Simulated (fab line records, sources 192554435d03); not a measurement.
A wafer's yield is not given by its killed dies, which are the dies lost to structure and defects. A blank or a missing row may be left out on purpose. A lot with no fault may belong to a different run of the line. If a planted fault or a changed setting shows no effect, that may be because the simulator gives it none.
Matching of chambers / flow n5Finfet / 3 sister chambers for N5_BEOL_M4_PECVD_72 on pecvd-03
The step deposits SiO2 from TEOS/O2, target thk 16 nm, time 18 s. 3 wafers are shown with their chamber, then 12 later ones without.

WAFERS WITH THEIR CHAMBER
wafer=L085.6; chamber=2; showerheadPlenumPTorr (Torr)=8.86
wafer=L087.2; chamber=0; showerheadPlenumPTorr (Torr)=8.76
wafer=L087.4; chamber=1; showerheadPlenumPTorr (Torr)=8.75

WAFERS WITHOUT THEIR CHAMBER
wafer=L089.2; showerheadPlenumPTorr (Torr)=8.74
wafer=L089.3; showerheadPlenumPTorr (Torr)=8.74
wafer=L089.6; showerheadPlenumPTorr (Torr)=8.74
wafer=L092.2; showerheadPlenumPTorr (Torr)=8.76
wafer=L092.4; showerheadPlenumPTorr (Torr)=8.78
wafer=L092.6; showerheadPlenumPTorr (Torr)=8.77
wafer=L096.1; showerheadPlenumPTorr (Torr)=8.84
wafer=L096.3; showerheadPlenumPTorr (Torr)=8.78
wafer=L096.5; showerheadPlenumPTorr (Torr)=8.85
wafer=L095.1; showerheadPlenumPTorr (Torr)=8.75
wafer=L095.2; showerheadPlenumPTorr (Torr)=8.85
wafer=L095.4; showerheadPlenumPTorr (Torr)=8.83

THE CHAMBER EACH PASSED THROUGH
wafer=L089.2; from the rows above=can't be placed: 1 or 0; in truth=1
wafer=L089.3; from the rows above=can't be placed: 1 or 0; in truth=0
wafer=L089.6; from the rows above=can't be placed: 1 or 0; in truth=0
wafer=L092.2; from the rows above=can't be placed: 0 or 1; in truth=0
wafer=L092.4; from the rows above=can't be placed: 0 or 1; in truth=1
wafer=L092.6; from the rows above=can't be placed: 0 or 1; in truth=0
wafer=L096.1; from the rows above=2; in truth=2
wafer=L096.3; from the rows above=can't be placed: 0 or 1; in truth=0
wafer=L096.5; from the rows above=2; in truth=2
wafer=L095.1; from the rows above=can't be placed: 1 or 0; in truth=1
wafer=L095.2; from the rows above=2; in truth=2
wafer=L095.4; from the rows above=2; in truth=2
Correctly placed: 4 of 12. Cannot be placed on the basis of these rows: 8; the candidates contain the true chamber in 8. Number placed wrongly: 0.
How it was worked out, from the rows above alone: a wafer's distance from a chamber is the root of the sum, over the readings, of the square of ((its reading less the chamber's mean) divided by the reading's scatter). If the next closest chamber is less than 2 further off than the closest, the wafer can't be placed; otherwise it belongs to the closest. For every chamber, the mean is computed from those of its wafers that are shown. The scatter: root of mean squared gap, hidden wafer to nearest shown wafer, with one shown wafer a chamber.
